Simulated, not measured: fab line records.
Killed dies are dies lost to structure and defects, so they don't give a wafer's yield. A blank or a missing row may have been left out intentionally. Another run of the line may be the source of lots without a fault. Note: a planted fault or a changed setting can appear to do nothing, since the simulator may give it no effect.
fab line records	flow n5Finfet
record: lots: 7	wafers: 21
route steps=1938 shown BEOL_M9@1401 BEOL_M10@1500 BEOL_M11@1566 BEOL_M12@1636
startH: the number of hours between the record's first day and the start of the first shown wafer of the lot	waitH: time in hours since the lot's previous step	" unchanged from the row above	L1.1+2: a row that stands for several wafers	- no value, or no start was given	* or withheld: withheld	< > ~ a bound
route shown NAME@n: NAME is a module with steps in the file, n the number in the route of the first one	usual: mean and standard deviation over wafers with no fault	same: alike in all rows	chamber/n: place in a boat	sites: per-site readings	_std_site: standard deviation across them	_edge_site: the outer-site mean with the inner-site mean subtracted	radiusMm: how far each site lies from the wafer's centre	mask NAME#n: copy n	behind: the most recent tool/chamber to have shaped the wafer	hold: why the lot was held/for how many hours/how that ended	device: transistor that didn't switch, given as n, p or np	end of line: the same wafers' tests at the end of the route	step lacking rows: just its recipe	killed: dies lost to structure and defects at the first sort, not the wafer's yield	map: per-die view of a wafer (x killed, . not killed, _ where there is no die)
set.NAME: the setting that was run; set.NAME@STEP: the one run at that earlier step	model.NAME: the simulator's own value behind a step, which no gauge read
lots whose settings were changed on purpose; a table a step, a row a wafer
== steps ==
step: N5_BEOL_M9_ILD_DEP_00
recipe: material: SiCOH_lowk	targetThkA: 3085.1	tempC: 300	precursor: DEMS/porogen	pressureTorr: 5	rfW: 500	timeS: 58
lot.wafer	tool	chamber	startH	waitH	set.timeS	model.SiCOH_lowk_of_BEOL_M9_ILD_DEP_00.thkNm
L074.3	pecvd-01	2	221.08	0.0	58	302
L074.4	"	2	"	"	58	305.2
L074.5	"	1	"	"	58	312
L075.1	pecvd-04	2	231.54	0.0	64.24	334.8
L075.2	"	1	"	"	64.24	339.4
L075.3	"	1	"	"	58	314
L082.2	pecvd-04	1	278.40	0.0	64.05	336
L082.4	"	1	"	"	64.05	341.8
L082.6	"	2	"	"	64.05	340.4
L089.1	pecvd-01	0	305.78	0.0	58	305
L089.3	"	1	"	"	58	309.4
L089.4	"	1	"	"	64.81	354.2
L094.2	pecvd-04	2	341.37	0.0	58	302.4
L094.3	"	1	"	"	58	305.4
L094.4	"	0	"	"	58	309.8
L093.3	pecvd-02	2	351.84	0.0	58	307.6
L093.4	"	2	"	"	62.82	332.8
L093.6	"	0	"	"	58	312.6
L096.2	pecvd-01	2	354.56	0.0	58	302.2
L096.4	"	2	"	"	58	309.8
L096.5	"	1	"	"	53.58	286.2
step: N5_BEOL_M9_CURE_71
recipe: tempC: 385	timeS: 240	ambient: He/Ar	material: SiCOH_lowk
lot.wafer	tool	chamber	startH	waitH	set.timeS@BEOL_M9_ILD_DEP_00	model.SiCOH_lowk_of_BEOL_M9_ILD_DEP_00.thkNm
L074.3	uvCure-02	2	221.32	0.2	58	262.2
L074.4	"	2	"	"	58	265
L074.5	"	2	"	"	58	271
L075.1	uvCure-01	2	231.84	0.3	64.24	291.4
L075.2	"	2	"	"	64.24	295.4
L075.3	"	2	"	"	58	273
L082.2	uvCure-03	2	279.48	1.1	64.05	292.4
L082.4	"	2	"	"	64.05	297.6
L082.6	"	2	"	"	64.05	296.2
L089.1	uvCure-03	0	306.06	0.2	58	265
L089.3	"	0	"	"	58	268.8
L089.4	"	0	"	"	64.81	308.4
L094.2	uvCure-03	1	341.53	0.1	58	262.6
L094.3	"	1	"	"	58	265.4
L094.4	"	1	"	"	58	269
L093.3	uvCure-03	2	352.23	0.4	58	267.2
L093.4	"	2	"	"	62.82	289.4
L093.6	"	2	"	"	58	271.6
L096.2	uvCure-02	2	354.72	0.1	58	262.4
L096.4	"	2	"	"	58	269.2
L096.5	"	2	"	"	53.58	248.2
step: N5_BEOL_M9_THK_MEAS_01
recipe: reads: SiCOH_lowk_of_BEOL_M9_ILD_DEP_00
usual: M9_ILD_THK: 267/3.4
lot.wafer	tool	chamber	startH	waitH	set.timeS@BEOL_M9_ILD_DEP_00	M9_ILD_THK[nm]
L074.3	filmMetro-01	-	221.67	0.3	58	262
L074.4	"	-	"	"	58	265
L074.5	"	-	"	"	58	271
L075.1	filmMetro-02	-	232.35	0.4	64.24	291
L075.2	"	-	"	"	64.24	296
L075.3	"	-	"	"	58	273
L082.2	filmMetro-02	-	279.91	0.4	64.05	292
L082.4	"	-	"	"	64.05	297
L082.6	"	-	"	"	64.05	296
L089.1	filmMetro-02	-	306.57	0.4	58	265
L089.3	"	-	"	"	58	269
L089.4	"	-	"	"	64.81	309
L094.2	filmMetro-02	-	341.96	0.4	58	262
L094.3	"	-	"	"	58	265
L094.4	"	-	"	"	58	269
L093.3	filmMetro-02	-	352.92	0.5	58	267
L093.4	"	-	"	"	62.82	290
L093.6	"	-	"	"	58	272
L096.2	filmMetro-02	-	355.15	0.4	58	262
L096.4	"	-	"	"	58	269
L096.5	"	-	"	"	53.58	248
step: N5_BEOL_M9_TRENCH_ETCH_37
recipe: chemistry: C4F6/O2	targetDepthA: 1514.3	target: SiCOH_lowk	timeS: 49	ionEnergyEv: 250	pressureMtorr: 30	sourceW: 345	biasW: 185	Ar_flow_sccm: 300	C4F6_flow_sccm: 10	O2_flow_sccm: 10
usual: rfVppV: 663/5.8
lot.wafer	tool	chamber	startH	waitH	set.sourceW	rfVppV	model.BEOL_M9.featureDepthNm	model.etch.depthNm
L074.3	rieDiel-06	2	-	-	345	656	150.2	150.2
L074.4	"	0	"	"	345	663	149.4	149.4
L074.5	"	1	"	"	345	668	152.2	152.2
L075.1	rieDiel-06	3	-	-	381.9	639	162	162.1
L075.2	"	0	"	"	381.9	629	157.2	157.3
L075.3	"	1	"	"	345	668	154.6	154.5
L082.2	rieDiel-05	1	-	-	345	653	153.2	153.1
L082.4	"	3	"	"	345	666	153.4	153.4
L082.6	"	0	"	"	345	664	152.6	152.6
L089.1	rieDiel-05	0	-	-	315.9	695	148	148.1
L089.3	"	1	"	"	345	653	153	152.9
L089.4	"	2	"	"	315.9	695	145.4	145.4
L094.2	rieDiel-06	1	-	-	345	667	152.2	152.3
L094.3	"	0	"	"	345	663	147.8	147.8
L094.4	"	3	"	"	345	671	153	152.9
L093.3	rieDiel-05	0	-	-	345	665	151.6	151.6
L093.4	"	0	"	"	345	665	151.4	151.4
L093.6	"	1	"	"	345	654	151.6	151.6
L096.2	rieDiel-06	3	-	-	345	671	153.2	153.3
L096.4	"	2	"	"	296	710	141.2	141.3
L096.5	"	1	"	"	296	720	143.8	143.8
step: N5_BEOL_M10_PEB_26
recipe: pebTempC: withheld	pebTimeS: 60	resist: CAR-ArF
lot.wafer	tool	chamber	startH	waitH	set.pebTimeS
L074.3+4+5	lithoTrack-03	0	234.81	0.0	60
L075.1+2+3	lithoTrack-03	0	245.91	0.1	60
L082.2+6	lithoTrack-04	0	288.63	0.1	60
L082.4	"	0	"	"	53.19
L089.1+3	lithoTrack-03	0	321.21	0.1	60
L089.4	"	0	"	"	63.84
L094.2+3	lithoTrack-03	0	352.72	0.1	67.33
L094.4	"	0	"	"	60
L093.3+4	lithoTrack-03	0	364.26	0.0	60
L093.6	"	0	"	"	67.9
L096.2	lithoTrack-04	0	369.08	0.1	48.54
L096.4+5	"	0	"	"	60
step: N5_BEOL_M10_DEVELOP_27
recipe: developTimeS: 30	developer: TMAH	resist: CAR-ArF	rinseLiquid: diw	dry: airSpin	devTempC: 23
step: N5_BEOL_M10_CD_MEAS_28
recipe: targetCdNm: 70	landingEnergyEv: 500	detector: seInlens	polarity: opening
usual: cdNm: 70.0/0.89
lot.wafer	tool	chamber	startH	waitH	set.pebTimeS@BEOL_M10_PEB_26	cdNm
L074.3	cdSem-01	0	234.88	-	60	71.3
L074.4	"	0	"	"	60	71.2
L074.5	"	0	"	"	60	70.4
L075.1	cdSem-03	0	245.97	-	60	71.3
L075.2	"	0	"	"	60	71.0
L075.3	"	0	"	"	60	71.2
L082.2	cdSem-03	0	288.70	-	60	69.1
L082.4	"	0	"	"	53.19	64.2
L082.6	"	0	"	"	60	70.4
L089.1	cdSem-01	0	321.28	-	60	69.8
L089.3	"	0	"	"	60	69.1
L089.4	"	0	"	"	63.84	73.2
L094.2	cdSem-03	0	352.79	-	67.33	74.9
L094.3	"	0	"	"	67.33	75.6
L094.4	"	0	"	"	60	70.3
L093.3	cdSem-02	0	364.33	-	60	69.3
L093.4	"	0	"	"	60	69.9
L093.6	"	0	"	"	67.9	73.5
L096.2	cdSem-02	0	369.15	-	48.54	59.7
L096.4	"	0	"	"	60	70.5
L096.5	"	0	"	"	60	69.7
step: N5_BEOL_M10_TRENCH_ETCH_37
recipe: chemistry: C4F6/O2	targetDepthA: 1488.3	target: SiCOH_lowk	timeS: 48	ionEnergyEv: 250	pressureMtorr: 30	sourceW: 345	biasW: 185	Ar_flow_sccm: 300	C4F6_flow_sccm: 10	O2_flow_sccm: 10
usual: rfVppV: 665/6.4
lot.wafer	tool	chamber	startH	waitH	set.biasW	rfVppV
L074.3	rieDiel-01	1	-	-	185	665
L074.4	"	3	"	"	185	661
L074.5	"	2	"	"	185	667
L075.1	rieDiel-01	0	-	-	197.5	704
L075.2	"	2	"	"	185	667
L075.3	"	3	"	"	197.5	697
L082.2	rieDiel-01	1	-	-	194.3	691
L082.4	"	3	"	"	185	659
L082.6	"	0	"	"	194.3	695
L089.1	rieDiel-04	2	-	-	207.2	728
L089.3	"	1	"	"	207.2	740
L089.4	"	0	"	"	185	654
L094.2	rieDiel-03	3	-	-	174	624
L094.3	"	1	"	"	185	658
L094.4	"	1	"	"	174	627
L093.3	rieDiel-03	2	-	-	185	664
L093.4	"	2	"	"	158.8	589
L093.6	"	3	"	"	185	655
L096.2	rieDiel-03	3	-	-	217.6	744
L096.4	"	1	"	"	185	657
L096.5	"	0	"	"	217.6	766
step: N5_BEOL_M11_PEB_26
recipe: pebTempC: withheld	pebTimeS: 60	resist: CAR-ArF
lot.wafer	tool	chamber	startH	waitH	set.pebTimeS
L074.3+4+5	lithoTrack-01	0	242.52	0.0	60
L075.1	lithoTrack-02	0	255.59	0.1	60
L075.2+3	"	0	"	"	47.39
L082.2+4	lithoTrack-02	0	296.59	0.1	60
L082.6	"	0	"	"	73.24
L089.1+3+4	lithoTrack-02	0	327.94	0.1	67.48
L094.2+4	lithoTrack-05	0	359.36	0.1	60
L094.3	"	0	"	"	50
L093.3+4+6	lithoTrack-02	0	370.91	0.0	60
L096.2+5	lithoTrack-05	0	376.70	0.1	53.59
L096.4	"	0	"	"	60
step: N5_BEOL_M11_DEVELOP_27
recipe: developTimeS: 30	developer: TMAH	resist: CAR-ArF	rinseLiquid: diw	dry: airSpin	devTempC: 23
step: N5_BEOL_M11_CD_MEAS_28
recipe: targetCdNm: 70	landingEnergyEv: 500	detector: seInlens	polarity: opening
usual: cdNm: 69.9/0.89
lot.wafer	tool	chamber	startH	waitH	set.pebTimeS@BEOL_M11_PEB_26	cdNm
L074.3	cdSem-02	0	242.59	-	60	70.5
L074.4	"	0	"	"	60	70.3
L074.5	"	0	"	"	60	70.2
L075.1	cdSem-01	0	255.65	-	60	70.2
L075.2	"	0	"	"	47.39	58.9
L075.3	"	0	"	"	47.39	59.1
L082.2	cdSem-03	0	296.66	-	60	69.8
L082.4	"	0	"	"	60	69.5
L082.6	"	0	"	"	73.24	79.1
L089.1	cdSem-01	0	328.00	-	67.48	76.3
L089.3	"	0	"	"	67.48	76.6
L089.4	"	0	"	"	67.48	76.2
L094.2	cdSem-03	0	359.43	-	60	70.7
L094.3	"	0	"	"	50	61.8
L094.4	"	0	"	"	60	70.6
L093.3	cdSem-03	0	370.98	-	60	70.3
L093.4	"	0	"	"	60	70.3
L093.6	"	0	"	"	60	70.6
L096.2	cdSem-03	0	376.77	-	53.59	63.3
L096.4	"	0	"	"	60	68.3
L096.5	"	0	"	"	53.59	64.4
step: N5_BEOL_M11_TRENCH_ETCH_37
recipe: chemistry: C4F6/O2	targetDepthA: 1488.3	target: SiCOH_lowk	timeS: 48	ionEnergyEv: 250	pressureMtorr: 30	sourceW: 345	biasW: 185	Ar_flow_sccm: 300	C4F6_flow_sccm: 10	O2_flow_sccm: 10
usual: rfVppV: 664/5.3
lot.wafer	tool	chamber	startH	waitH	set.sourceW	rfVppV
L074.3	rieDiel-06	1	-	-	345	668
L074.4	"	2	"	"	345	653
L074.5	"	1	"	"	345	670
L075.1	rieDiel-02	2	-	-	345	663
L075.2	"	0	"	"	345	663
L075.3	"	1	"	"	378.8	637
L082.2	rieDiel-02	0	-	-	345	663
L082.4	"	3	"	"	369.7	649
L082.6	"	3	"	"	345	674
L089.1	rieDiel-05	1	-	-	368.4	633
L089.3	"	2	"	"	368.4	642
L089.4	"	0	"	"	345	663
L094.2	rieDiel-02	2	-	-	345	661
L094.3	"	3	"	"	345	672
L094.4	"	3	"	"	345	672
L093.3	rieDiel-05	2	-	-	369.7	640
L093.4	"	2	"	"	345	663
L093.6	"	1	"	"	369.7	630
L096.2	rieDiel-06	1	-	-	345	668
L096.4	"	2	"	"	345	655
L096.5	"	3	"	"	345	671
step: N5_BEOL_M12_ETCH_67
recipe: chemistry: CF4	target: SiARC	targetDepthA: 1430	timeS: 238.3	ionEnergyEv: 80	pressureMtorr: 40	sourceW: 545	biasW: 36	Ar_flow_sccm: 100	cf4FlowSccm: 100	ends: cleared
usual: etchRfOnTimeS: 239/4.1	rfVppV: 184.0/1.3
lot.wafer	tool	chamber	startH	waitH	set.sourceW	etchRfOnTimeS	rfVppV
L074.3	rieDiel-01	2	251.54	0.0	545	246	184.5
L074.4	"	0	"	"	545	240	184.6
L074.5	"	3	"	"	545	232	184.3
L075.1	rieDiel-04	3	260.56	0.0	622.5	214	176.4
L075.2	"	1	"	"	622.5	214	177.9
L075.3	"	2	"	"	545	239	182.9
L082.2	rieDiel-03	0	307.18	0.0	545	237	184.6
L082.4	"	3	"	"	545	237	182.4
L082.6	"	3	"	"	545	238	183.5
L089.1	rieDiel-03	2	333.34	0.0	600	222	180.3
L089.3	"	3	"	"	545	238	182.8
L089.4	"	2	"	"	600	220	179.6
L094.2	rieDiel-04	2	365.12	0.0	545	241	185.4
L094.3	"	3	"	"	473.7	272	191.6
L094.4	"	3	"	"	473.7	270	195.8
L093.3	rieDiel-04	3	377.76	0.0	624	213	177.0
L093.4	"	3	"	"	545	243	185.8
L093.6	"	0	"	"	545	235	184.0
L096.2	rieDiel-04	3	381.69	0.0	583.8	230	181.8
L096.4	"	3	"	"	583.8	228	181.3
L096.5	"	0	"	"	545	236	183.4
step: N5_BEOL_M12_TRENCH_ETCH_34
recipe: chemistry: C4F8/O2/Ar	target: SiOC	targetDepthA: 3189.5	maskMaterial: SOC	pressureMtorr: 30	sourceW: 3000	biasW: 700	Ar_flow_sccm: 400	C4F8_flow_sccm: 15	O2_flow_sccm: 8	heInnerTorr: 15	heOuterTorr: 30	timeS: 125.5	ionEnergyEv: 250
lot.wafer	tool	chamber	startH	waitH	set.timeS	model.etch.depthNm
L074.3	rieDiel-01	2	251.86	0.0	125.5	316.7
L074.4	"	0	"	"	125.5	315.5
L074.5	"	3	"	"	125.5	319.1
L075.1	rieDiel-04	3	260.88	0.0	112.9	286.3
L075.2	"	1	"	"	125.5	322.8
L075.3	"	2	"	"	125.5	320.8
L082.2	rieDiel-03	0	307.51	0.0	103.6	263.9
L082.4+6	"	3	"	"	125.5	311.4
L089.1	rieDiel-03	2	333.66	0.0	125.5	316
L089.3	"	3	"	"	125.5	313.2
L089.4	"	2	"	"	114	286.3
L094.2	rieDiel-04	2	365.45	0.0	135.2	340.3
L094.3	"	3	"	"	125.5	318.4
L094.4	"	3	"	"	125.5	314.6
L093.3	rieDiel-04	3	378.09	0.0	125.5	316.6
L093.4	"	3	"	"	125.5	316.1
L093.6	"	0	"	"	125.5	319.8
L096.2	rieDiel-04	3	382.02	0.0	125.5	313.5
L096.4	"	3	"	"	100.4	251.3
L096.5	"	0	"	"	125.5	318.7
step: N5_BEOL_M12_STRIP_70
recipe: chemistry: C4F8/O2/Ar	resist: SiARC	rfFrequencyHz: 6e+07
step: N5_BEOL_M12_OCD_MEAS_35
usual: trenchDepthNm: 318/4.1
lot.wafer	tool	chamber	startH	waitH	set.timeS@BEOL_M12_TRENCH_ETCH_34	trenchDepthNm
L074.3	ocd-01	-	252.02	0.0	125.5	316
L074.4	"	-	"	"	125.5	316
L074.5	"	-	"	"	125.5	319
L075.1	ocd-02	-	261.04	0.0	112.9	286
L075.2	"	-	"	"	125.5	323
L075.3	"	-	"	"	125.5	321
L082.2	ocd-02	-	307.67	0.0	103.6	264
L082.4	"	-	"	"	125.5	311
L082.6	"	-	"	"	125.5	311
L089.1	ocd-02	-	333.82	0.0	125.5	316
L089.3	"	-	"	"	125.5	313
L089.4	"	-	"	"	114	286
L094.2	ocd-02	-	365.61	0.0	135.2	340
L094.3	"	-	"	"	125.5	318
L094.4	"	-	"	"	125.5	314
L093.3	ocd-02	-	378.25	0.0	125.5	317
L093.4	"	-	"	"	125.5	316
L093.6	"	-	"	"	125.5	320
L096.2	ocd-02	-	382.17	0.0	125.5	313
L096.4	"	-	"	"	100.4	252
L096.5	"	-	"	"	125.5	319
step: N5_BEOL_M12_STRIP_37
recipe: chemistry: N2/H2	powerW: 1000	tempC: 250	h2Frac: 0.65	overashFraction: 0.3	pressureMtorr: withheld	n2FlowSccm: 1750	h2FlowSccm: 3250
step: N5_BEOL_M12_ETCH_38
recipe: chemistry: CF4/N2	target: SiCN	targetDepthA: 687	taperDeg: 2	timeS: 73.4	ionEnergyEv: 150	maskMaterial: SiO2	pressureMtorr: 40	sourceW: 430	biasW: 70	Ar_flow_sccm: 100	cf4FlowSccm: 60	n2FlowSccm: 60
step: N5_BEOL_M12_ECD_47
recipe: material: Cu	targetThkA: 7200
step: N5_BEOL_M12_ANNEAL_48
recipe: tempC: 225	timeS: 90	ambient: N2
step: N5_BEOL_M12_CMP_49
recipe: stopOn: SiOC	tOverpolishS: 20.6	downForcePsi: 1	platenRpm: 50	clearingPlatenDownForcePsi: 1.5	clearingPlatenRpm: 50	postCmpClean: cuAlkaline	targetThkNm: 320	clearingPlatenPadVelocityMS: 0.99484	padVelocityMS: 0.99484
lot.wafer	tool	chamber	startH	waitH	set.timeS@BEOL_M12_TRENCH_ETCH_34	model.Cu_of_BEOL_M12_ECD_47.thkNm
L074.4	cmp-04	3	255.04	0.2	125.5	314.6
L074.3	"	1	"	"	125.5	317.2
L074.5	"	3	"	"	125.5	318.2
L075.3	cmp-03	0	262.98	0.2	125.5	323
L075.1	"	2	"	"	112.9	288.8
L075.2	"	3	"	"	125.5	324.2
L082.4	cmp-03	3	309.36	0.2	125.5	311.8
L082.2	"	0	"	"	103.6	264.8
L082.6	"	2	"	"	125.5	313.4
L089.1	cmp-04	1	337.11	0.3	125.5	316.8
L089.4	"	2	"	"	114	286.8
L089.3	"	0	"	"	125.5	312.8
L094.3	cmp-03	2	368.57	0.2	125.5	319.2
L094.2	"	3	"	"	135.2	340.6
L094.4	"	0	"	"	125.5	314.4
L093.4	cmp-04	1	384.75	0.2	125.5	316.8
L093.3	"	3	"	"	125.5	318
L093.6	"	0	"	"	125.5	320
L096.4	cmp-04	1	396.72	0.1	100.4	254.4
L096.2	"	0	"	"	125.5	315.4
L096.5	"	2	"	"	125.5	321.8
step: N5_BEOL_M12_THK_MEAS_50
recipe: thkMeasGauge: xrf	reads: Cu_of_BEOL_M12_ECD_47
usual: M12_THK: 323/4.7
lot.wafer	tool	chamber	startH	waitH	set.timeS@BEOL_M12_TRENCH_ETCH_34	M12_THK[nm]
L074.3	filmMetro-01	-	255.30	-	125.5	324
L074.4	"	-	"	"	125.5	320
L074.5	"	-	"	"	125.5	324
L075.1	filmMetro-01	-	263.27	-	112.9	296
L075.2	"	-	"	"	125.5	333
L075.3	"	-	"	"	125.5	333
L082.2	filmMetro-02	-	309.59	-	103.6	267
L082.4	"	-	"	"	125.5	314
L082.6	"	-	"	"	125.5	315
L089.1	filmMetro-01	-	337.40	-	125.5	319
L089.3	"	-	"	"	125.5	317
L089.4	"	-	"	"	114	291
L094.2	filmMetro-02	-	368.87	-	135.2	344
L094.3	"	-	"	"	125.5	320
L094.4	"	-	"	"	125.5	315
L093.3	filmMetro-01	-	385.00	-	125.5	325
L093.4	"	-	"	"	125.5	323
L093.6	"	-	"	"	125.5	326
L096.2	filmMetro-01	-	397.02	-	125.5	321
L096.4	"	-	"	"	100.4	258
L096.5	"	-	"	"	125.5	327
step: N5_BEOL_M12_PRE_CLEAN_52
recipe: gas: NH3	timeS: 15	tempC: withheld	rfPowerW: 300
step: N5_BEOL_M12_DEP_53
recipe: material: SiCN	targetThkA: 300	tempC: withheld	precursor: 3MS/NH3	pressureTorr: 3	rfW: 675	timeS: 10.5
step: N5_BEOL_M12_RS_MEAS_54
recipe: thkMeasGauge: four-point-probe	reads: Cu_of_BEOL_M12_ECD_47+Ta_of_BEOL_M12_SPUTTER_44+TaN_of_BEOL_M12_SPUTTER_43
usual: M12_RS: 0.0602/0.00083
lot.wafer	tool	chamber	startH	waitH	set.timeS@BEOL_M12_TRENCH_ETCH_34	M12_RS[ohm/sq]
L074.3	filmMetro-02	-	255.43	0.0	125.5	0.0604
L074.4	"	-	"	"	125.5	0.0609
L074.5	"	-	"	"	125.5	0.0603
L075.1	filmMetro-01	-	263.40	0.1	112.9	0.0669
L075.2	"	-	"	"	125.5	0.0591
L075.3	"	-	"	"	125.5	0.0595
L082.2	filmMetro-02	-	309.71	0.0	103.6	0.0732
L082.4	"	-	"	"	125.5	0.0616
L082.6	"	-	"	"	125.5	0.0614
L089.1	filmMetro-02	-	337.53	0.0	125.5	0.0605
L089.3	"	-	"	"	125.5	0.0614
L089.4	"	-	"	"	114	0.0673
L094.2	filmMetro-01	-	369.00	0.0	135.2	0.0563
L094.3	"	-	"	"	125.5	0.0603
L094.4	"	-	"	"	125.5	0.0613
L093.3	filmMetro-02	-	385.13	0.0	125.5	0.0603
L093.4	"	-	"	"	125.5	0.0606
L093.6	"	-	"	"	125.5	0.0599
L096.2	filmMetro-02	-	397.14	0.0	125.5	0.0608
L096.4	"	-	"	"	100.4	0.0761
L096.5	"	-	"	"	125.5	0.0595
== key ==
split: step: N5_BEOL_M9_ILD_DEP_00	setting: timeS	stated: 58	by: wafer
response: step: N5_BEOL_M9_ILD_DEP_00	reading: model.SiCOH_lowk_of_BEOL_M9_ILD_DEP_00.thkNm	change: +2.99	per: 1%	r: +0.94
response: step: N5_BEOL_M9_CURE_71	reading: model.SiCOH_lowk_of_BEOL_M9_ILD_DEP_00.thkNm	change: +2.65	per: 1%	r: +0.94
response: step: N5_BEOL_M9_THK_MEAS_01	reading: M9_ILD_THK	change: +2.66	per: 1%	r: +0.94
split: step: N5_BEOL_M9_TRENCH_ETCH_37	setting: sourceW	stated: 345	by: wafer
response: step: N5_BEOL_M9_TRENCH_ETCH_37	reading: rfVppV	change: -3.45	per: 1%	r: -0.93
response: step: N5_BEOL_M9_TRENCH_ETCH_37	reading: model.BEOL_M9.featureDepthNm	change: +0.668	per: 1%	r: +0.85
response: step: N5_BEOL_M9_TRENCH_ETCH_37	reading: model.etch.depthNm	change: +0.671	per: 1%	r: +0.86
split: step: N5_BEOL_M10_PEB_26	setting: pebTimeS	stated: 60	by: wafer
response: step: N5_BEOL_M10_CD_MEAS_28	reading: cdNm	change: +0.465	per: 1%	r: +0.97
split: step: N5_BEOL_M10_TRENCH_ETCH_37	setting: biasW	stated: 185	by: wafer
response: step: N5_BEOL_M10_TRENCH_ETCH_37	reading: rfVppV	change: +5.63	per: 1%	r: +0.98
split: step: N5_BEOL_M11_PEB_26	setting: pebTimeS	stated: 60	by: wafer
response: step: N5_BEOL_M11_CD_MEAS_28	reading: cdNm	change: +0.484	per: 1%	r: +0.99
split: step: N5_BEOL_M11_TRENCH_ETCH_37	setting: sourceW	stated: 345	by: wafer
response: step: N5_BEOL_M11_TRENCH_ETCH_37	reading: rfVppV	change: -3.12	per: 1%	r: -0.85
split: step: N5_BEOL_M12_ETCH_67	setting: sourceW	stated: 545	by: wafer
response: step: N5_BEOL_M12_ETCH_67	reading: etchRfOnTimeS	change: *	per: 1%	r: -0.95
response: step: N5_BEOL_M12_ETCH_67	reading: rfVppV	change: -0.469	per: 1%	r: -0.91
split: step: N5_BEOL_M12_TRENCH_ETCH_34	setting: timeS	stated: 125.5	by: wafer
response: step: N5_BEOL_M12_TRENCH_ETCH_34	reading: model.etch.depthNm	change: +3.08	per: 1%	r: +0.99
response: step: N5_BEOL_M12_OCD_MEAS_35	reading: trenchDepthNm	change: +3.08	per: 1%	r: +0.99
response: step: N5_BEOL_M12_CMP_49	reading: model.Cu_of_BEOL_M12_ECD_47.thkNm	change: +3.06	per: 1%	r: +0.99
response: step: N5_BEOL_M12_THK_MEAS_50	reading: M12_THK	change: +3.12	per: 1%	r: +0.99
response: step: N5_BEOL_M12_RS_MEAS_54	reading: M12_RS	change: -0.000729	per: 1%	r: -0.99
